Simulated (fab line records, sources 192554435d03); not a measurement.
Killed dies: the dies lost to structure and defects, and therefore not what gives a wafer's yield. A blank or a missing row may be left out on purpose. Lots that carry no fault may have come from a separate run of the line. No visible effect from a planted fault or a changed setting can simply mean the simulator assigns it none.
Which tool did it? + flow n5 finfet + Sampling: 6 lots, 18 wafers, 4 of 1938 route steps

== WHAT THE GAUGES SHOWED, per wafer ==
N5_HKMG_FIN_INSPECT_28: inspects for defects (darkfield).
| lot  | measured     | on                | raw defect count |
|------|--------------|-------------------|------------------|
| L373 | day 4 14:56  | defect inspect-01 | 20 53 55         |
| L376 | day 5 13:34  | defect inspect-01 | 45 31 36         |
| L379 | day 6 02:46  | defect inspect-02 | 31 36 53         |
| L385 | day 7 17:53  | defect inspect-01 | 22 26 28         |
| L387 | day 8 06:08  | defect inspect-01 | 29 20 24         |
| L395 | day 10 04:36 | defect inspect-01 | 46 36 78         |

== TOOL THAT RAN EACH LOT (tool first, then ch and the chambers of the sampled wafers, then the start) ==
| lot  | N5_HKMG_FIN_ALD_71                  | N5_HKMG_FIN_STRIP_90               | N5_HKMG_FIN_W_FILL_22         |
|------|-------------------------------------|------------------------------------|-------------------------------|
| L373 | ald metal-01 ch 1,2, day 4 12:37    | rie diel-02 ch 0,1, day 4 13:01    | cvd w-02 ch 0,1, day 4 14:07  |
| L376 | ald metal-01 ch 0,2, day 5 11:13    | rie diel-01 ch 2,3, day 5 11:37    | cvd w-01 ch 0,1, day 5 12:44  |
| L379 | ald metal-04 ch 0,2,3, day 6 00:23  | rie diel-01 ch 0,3, day 6 00:50    | cvd w-01 ch 0,1, day 6 01:57  |
| L385 | ald metal-03 ch 0,1,2, day 7 15:33  | rie diel-02 ch 0,1, day 7 15:57    | cvd w-01 ch 0,1, day 7 17:04  |
| L387 | ald metal-04 ch 1,2, day 8 03:49    | rie diel-02 ch 0,1,3, day 8 04:13  | cvd w-01 ch 1, day 8 05:19    |
| L395 | ald metal-01 ch 0,1,3, day 10 01:58 | rie diel-02 ch 1,2,3, day 10 02:28 | cvd w-01 ch 0,1, day 10 03:35 |
- N5_HKMG_FIN_ALD_71: deposits TiN, target thk 1 nm, pulse time 1 s, purge time 3 s.
- N5_HKMG_FIN_STRIP_90: strips SOC in N2/H2, time 20 s.
- N5_HKMG_FIN_W_FILL_22: material W, target thk 60 nm, time 18.2 s.

== THE ANSWER, worked out from the rows above alone ==
Rule: usual is defined by the lots themselves. The widest of any qualifying gaps counts: lots, ordered by their means at a reading, are off when they make up no more than a third of the lots, leave a main group of 4 or more, and stand apart from it by 3 or more times the standard deviation of that group's means. A main group is skipped when, at the precision printed for the reading in the tables above, its means are all equal. Also off: a lot with no number at a reading for which 4 or more lots have one. The other lots that the step has rows for count as sound.
Across all readings shown, no lot is off: no conclusion can be drawn from this.

== WHAT THE SIMULATOR PUT IN ==
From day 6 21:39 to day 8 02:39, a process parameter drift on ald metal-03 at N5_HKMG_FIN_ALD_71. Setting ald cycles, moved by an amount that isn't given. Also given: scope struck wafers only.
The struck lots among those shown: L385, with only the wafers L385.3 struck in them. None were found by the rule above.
